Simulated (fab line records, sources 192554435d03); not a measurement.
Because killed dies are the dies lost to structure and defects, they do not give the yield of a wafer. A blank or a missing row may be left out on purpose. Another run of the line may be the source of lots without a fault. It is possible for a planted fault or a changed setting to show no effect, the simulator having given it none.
A struck lot beside a sound one -- flow n5 finfet -- 34 steps out of a route of 1938
Sound: the wafers L642.3, L642.4, L642.5. Struck: wafers L647.1, L647.2, L647.4. At the end, the cause is stated.
For every step that has rows: the tool of each side, followed by ch and its chambers, followed by its first start. Under that, the readings that differ: sound wafers -- struck wafers -- difference of the means -- sigmas: that difference in standard deviations of wafers without a fault.
alike: readings whose means differ by less than 2 such deviations, and words and numbers that are the same on both sides. not compared: withheld readings, readings that some wafer has no value for, bounds like >300 that may hide the same value, and numbers for which the record gives no deviation and whose values overlap.
Wherever a step has rows on one side only, a row that says differs or no value, or a row with sigmas, the two part there. Numbers that don't overlap but have no deviation are shown without sigmas and don't part them. A reading that every wafer of one side lacks parts them only if that side has two wafers or more.

first, 10 steps without rows for these wafers: N5_BEOL_M7_HM_STRIP_39 (strips TiN in peroxide tin strip, target depth 25 nm, time 158 s); N5_BEOL_M7_SRD_40 (time 30 s); N5_BEOL_M7_PRECLEAN_42 (cleans in residue remover, time 60 s); N5_BEOL_M7_SRD_43 (time 30 s); N5_BEOL_M7_CURE_75 (cures SiCOH lowk, time 120 s); N5_BEOL_M7_DEGAS_44 (time 60 s); N5_BEOL_M7_PRE_CLEAN_45 (time 30 s); N5_BEOL_M7_ALD_77 (deposits TaN, target thk 2 nm, pulse time 2 s, purge time 3 s); N5_BEOL_M7_SURFACE_TREAT_79; N5_BEOL_M7_CVD_78 (deposits Co from CCTBA/H2, target thk 2 nm, time 142.3 s).
N5_BEOL_M7_SPUTTER_48: material Cu, target thk 10 nm, time 1.667 s.
  struck on pvd sputter-03, day 12 23:37; sound on pvd sputter-01, day 11 16:36
  alike: throttle valve pct
then, 22 steps without rows for these wafers: N5_BEOL_M7_ECD_50 (material Cu, target thk 300 nm); N5_BEOL_M7_ANNEAL_51 (time 90 s); N5_BEOL_M7_CMP_52 (polishes, stops on SiCOH lowk, t overpolish 6.9 s, target thk 80 nm); N5_BEOL_M7_PRE_CLEAN_55 (time 15 s); N5_BEOL_M7_DEP_56 (deposits SiCN from 3MS/NH3, target thk 10 nm, time 17.5 s); N5_BEOL_M8_ILD_DEP_00 (deposits SiCOH lowk from DEMS/porogen, target thk 179.75 nm, time 33.4 s); N5_BEOL_M8_CURE_74 (cures SiCOH lowk, time 240 s); N5_BEOL_M8_PECVD_70 (deposits SiO2 from TEOS/O2, target thk 20 nm, time 22.7 s); N5_BEOL_M8_HM_DEP_02 (deposits TiN, target thk 20 nm); N5_BEOL_M8_COAT_59 (time 60 s, resist thk 100 nm); N5_BEOL_M8_COAT_60 (time 60 s, resist thk 35 nm); N5_BEOL_M8_COAT_05 (resist thk 90 nm); N5_BEOL_M8_EBR_07; N5_BEOL_M8_SOFTBAKE_06 (time 60 s); N5_BEOL_M8_EXPOSE_08 (exposes mask M8); N5_BEOL_M8_PEB_09 (peb time 60 s); N5_BEOL_M8_DEVELOP_10 (develop time 30 s); N5_BEOL_M8_DESCUM_16 (chemistry O2, time 7.9 s); N5_BEOL_M8_ETCH_61 (etches SiARC in CF4, target depth 45.5 nm, time 75.8 s); N5_BEOL_M8_ETCH_62 (etches SOC in N2/H2, target depth 110 nm, overetch 22 nm, time 165 s); N5_BEOL_M8_STRIP_68 (strips in N2/H2); N5_BEOL_M8_STRIP_67 (strips in CF4).
-- the record jumps here: 3 days lie between the struck wafers' starts before and after (it left off in module BEOL_M8 and takes up again in module PASSIVATION, whose first step shown is number 1936 of the route) --
N5_PASSIVATION_PROBE_49:
  struck on prober-01, day 16 07:06; sound on prober-01, day 14 21:02
reading,sound,struck,difference,sigmas
defect limited yield (%),90.4 90.4 91.0,85.8 85.3 82.5,-6.1,-4
killed_at_M4_up,14 20 14,97 122 122,+98,+19
killed dies,113 113 106,168 173 207,+72,+4
sort_bin_5_function (%),5.8 5.4 5.2,9.5 9.9 12.7,+5.2,+6
sort n pass,1067 1067 1074,1012 1007 973,-72,-4
sort yield pct (%),90.4 90.4 91.0,85.8 85.3 82.5,-6.1,-4
  alike: killed_at_M0_to_M3, killed at contacts, killed at front end, killed at other, killed on rim, killed open, killed short, sort_bin_6_memory

WHERE THEY PART
Within this record, at N5_PASSIVATION_PROBE_49 only.

WHY: what the simulator had put in
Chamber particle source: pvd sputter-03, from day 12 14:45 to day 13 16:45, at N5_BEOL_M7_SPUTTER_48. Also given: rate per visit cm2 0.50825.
